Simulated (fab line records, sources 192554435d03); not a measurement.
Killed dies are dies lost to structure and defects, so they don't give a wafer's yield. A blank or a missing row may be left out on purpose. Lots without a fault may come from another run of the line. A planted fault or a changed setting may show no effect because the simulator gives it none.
Chamber matching | flow n5_finfet | N5_BEOL_M5_ETCH_75 on rie_diel-01: 4 sister chambers
The step etches underlayer in N2/H2, target depth 6.5 nm, time 5.2 s. 4 wafers are shown with their chamber, then 8 later ones without.

WAFERS WITH THEIR CHAMBER
wafer  | chamber | showerhead_plenum_p_Torr (Torr)
L084.6 | 3       | 2.43
L089.2 | 0       | 2.55
L089.5 | 1       | 2.52
L093.2 | 2       | 2.50

WAFERS WITHOUT THEIR CHAMBER
wafer  | showerhead_plenum_p_Torr (Torr)
L093.3 | 2.43
L093.4 | 2.55
L097.2 | 2.50
L097.4 | 2.54
L097.5 | 2.52
L095.2 | 2.42
L095.3 | 2.54
L095.4 | 2.52

WHICH CHAMBER EACH WENT THROUGH
wafer  | from the rows above     | in truth
L093.3 | 3                       | 3
L093.4 | 0                       | 0
L097.2 | 2                       | 2
L097.4 | can't be placed: 0 or 1 | 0
L097.5 | 1                       | 1
L095.2 | 3                       | 3
L095.3 | can't be placed: 0 or 1 | 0
L095.4 | 1                       | 1
Placed correctly: 6 of 8. Can't be placed from these rows: 2 (the true chamber is among the candidates in 2). Placed wrongly: 0.
How it was worked out, from the rows above alone: a wafer's distance from a chamber is the root of the sum, over the readings, of the square of ((its reading less the chamber's mean) divided by the reading's scatter). The wafer belongs to the nearest chamber; if the next one is less than 2 further off, it can't be placed. A chamber's mean is the mean of its shown wafers. The scatter: with one shown wafer a chamber, the root of the mean of the squares of how far each hidden wafer lies from its nearest shown one.
